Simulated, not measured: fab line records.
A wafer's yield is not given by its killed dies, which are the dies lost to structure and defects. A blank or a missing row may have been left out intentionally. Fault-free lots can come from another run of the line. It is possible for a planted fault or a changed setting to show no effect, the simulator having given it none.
Struck lot and sound lot, side by side | flow n5_finfet | 42 steps out of a route of 1938
Sound: these wafers, L544.2, L544.3, L544.5. Wafers L542.2, L542.3, L542.6 were the ones struck. The cause is named last.
Each step with rows lists, per side, the tool, then ch with its chambers, then its first start. Under that, the readings that differ: sound wafers | struck wafers | difference of the means | sigmas: that difference in standard deviations of wafers without a fault.
alike: a reading whose means differ by less than 2 such deviations, as well as words and numbers matching on both sides. not compared: withheld readings; readings where some wafer has no value; bounds like >300 that might hide an equal value; numbers whose values overlap and for which the record gives no deviation.
The two part at a step that has a row with sigmas, a row that says differs or no value, or rows on one side only. Numbers that have no deviation but don't overlap get no sigmas and don't part them. Lack of a reading on every wafer of one side parts them only where that side has two or more wafers.

first, 11 steps without rows for these wafers: N5_BEOL_M1_ALD_98 (deposits SiO2, target thk 2.5 nm, pulse time 1 s, co reactant pulse time 1 s); N5_BEOL_M1_ETCHBACK_99 (etches SiO2 in CHF3, target depth 5 nm, time 10.4 s); N5_BEOL_M1_ETCH_70 (etches SOC in N2/H2, target depth 80 nm, overetch 16 nm, time 120 s); N5_BEOL_M1_STRIP_71 (strips in N2/H2); N5_BEOL_M1_STRIP_78 (strips in N2/H2); N5_BEOL_M1_VIA_ETCH_34 (etches the open film in C4F6/O2, target depth 67.8 nm, time 64.4 s); N5_BEOL_M1_STRIP_83 (strips in C4F6/O2); N5_BEOL_M1_STRIP_36 (strips in N2/H2); N5_BEOL_M1_TRENCH_ETCH_37 (etches SiOC in C4F6/O2, target depth 55.207 nm, time 29 s); N5_BEOL_M1_ETCH_41 (etches SiCN in CH3F/O2, target depth 31.9 nm, time 57.8 s); N5_BEOL_M1_STRIP_97 (strips in N2/H2, time 10 s).
N5_BEOL_M1_HM_STRIP_39: strips TiN in peroxide tin strip, target depth 25 nm, time 158 s.
  sound on wet_bench-02 ch 2,3,5, day 10 16:31; struck on wet_bench-02 ch 0,3,7, day 10 09:45
  no value came back on the struck wafers for bath_guard_temp_C (C), bath_heat_duty_pct (%), temp_c (C), time_s (s); on the sound wafers bath_guard_temp_C (C) reads 49.5 49.9 49.3
  reading                                    | sound | struck         | difference | sigmas
  model.TiN_of_BEOL_M1_HM_DEP_02.thk_nm (nm) | 0 0 0 | 17.6 17.4 17.6 | +17.5      |
then, 1 step without rows for these wafers: N5_BEOL_M1_SRD_40 (time 30 s).
N5_BEOL_M1_PRECLEAN_42: cleans in residue remover, time 60 s.
  sound on wet_bench-02 ch 2,3,5, day 10 16:35; struck on wet_bench-02 ch 0,3,7, day 10 09:49
  reading                                    | sound | struck      | difference | sigmas
  model.TiN_of_BEOL_M1_HM_DEP_02.thk_nm (nm) | 0 0 0 | 6.6 6.4 6.6 | +6.5       |
  alike: temp_c
then, 25 steps without rows for these wafers: N5_BEOL_M1_SRD_43 (time 30 s); N5_BEOL_M1_DEGAS_44 (time 60 s); N5_BEOL_M1_PRE_CLEAN_45 (time 30 s); N5_BEOL_M1_ALD_84 (deposits TaN, pulse time 2 s, purge time 3 s, co reactant purge time 2 s); N5_BEOL_M1_SURFACE_TREAT_85; N5_BEOL_M1_CVD_47 (deposits Co from CCTBA/H2, target thk 3 nm, time 223.8 s); N5_BEOL_M1_SPUTTER_48 (material Cu, target thk 4.5 nm, time 8.29 s); N5_BEOL_M1_ANNEAL_49 (time 240 s); N5_BEOL_M1_SPUTTER_79 (material Cu, target thk 4.5 nm, time 8.29 s); N5_BEOL_M1_ANNEAL_80 (time 240 s); N5_BEOL_M1_SPUTTER_81 (material Cu, target thk 4.5 nm, time 8.29 s); N5_BEOL_M1_ANNEAL_82 (time 240 s); N5_BEOL_M1_SPUTTER_86 (material Cu, target thk 4.5 nm, time 8.29 s); N5_BEOL_M1_ANNEAL_87 (time 240 s); N5_BEOL_M1_SPUTTER_88 (material Cu, target thk 4.5 nm, time 8.29 s); N5_BEOL_M1_ANNEAL_89 (time 240 s); N5_BEOL_M1_SPUTTER_90 (material Cu, target thk 4.5 nm, time 8.29 s); N5_BEOL_M1_ANNEAL_91 (time 240 s); N5_BEOL_M1_SPUTTER_92 (material Cu, target thk 4.5 nm, time 8.29 s); N5_BEOL_M1_ANNEAL_93 (time 240 s); N5_BEOL_M1_SPUTTER_94 (material Cu, target thk 4.5 nm, time 8.29 s); N5_BEOL_M1_ANNEAL_95 (time 240 s); N5_BEOL_M1_SPUTTER_96 (material Cu, target thk 4.5 nm, time 8.29 s); N5_BEOL_M1_ECD_50 (material Cu, target thk 300 nm); N5_BEOL_M1_ANNEAL_51 (time 90 s).
N5_BEOL_M1_CMP_52: polishes, stops on SiOC, t overpolish 6.8 s, target thk 40 nm.
  sound on cmp-02 ch 0,3, day 10 19:29; struck on cmp-01 ch 0,3, day 10 13:13
  reading                      | sound          | struck         | difference | sigmas
  barrier_field_endpoint_s (s) | 23.7 24.2 23.9 | 33.9 32.8 33.2 | +9.4       | +15
  alike: motor_current_A
N5_BEOL_M4_RC_MEAS_101:
  sound on prober-01 ch 0, day 12 01:53; struck on prober-02 ch 0, day 11 21:46
  reading       | sound          | struck         | difference | sigmas
  DIBL_N (mV/V) | 37.2 39.7 37.9 | 35.5 33.6 35.6 | -3.4       | -2
  DIBL_P (mV/V) | 38.0 39.8 39.0 | 34.6 32.6 35.3 | -4.8       | -3
  alike: IOFF_N, IOFF_P, ION_N, ION_P, SS_N, SS_P, VT_N, VT_P
-- a jump in the record: the struck wafers' starts before and after are 4 days apart (it breaks off in module BEOL_M4 and resumes in module PASSIVATION, where the first step shown is number 1936 of the route) --
N5_PASSIVATION_PROBE_49:
  rows exist in the record for the struck wafers here (prober-02, day 16 00:34), but not for the sound ones

== WHERE THEY PART ==
Earliest at N5_BEOL_M1_HM_STRIP_39; latest, in this record, at N5_PASSIVATION_PROBE_49.

WHY: whatever the simulator had introduced
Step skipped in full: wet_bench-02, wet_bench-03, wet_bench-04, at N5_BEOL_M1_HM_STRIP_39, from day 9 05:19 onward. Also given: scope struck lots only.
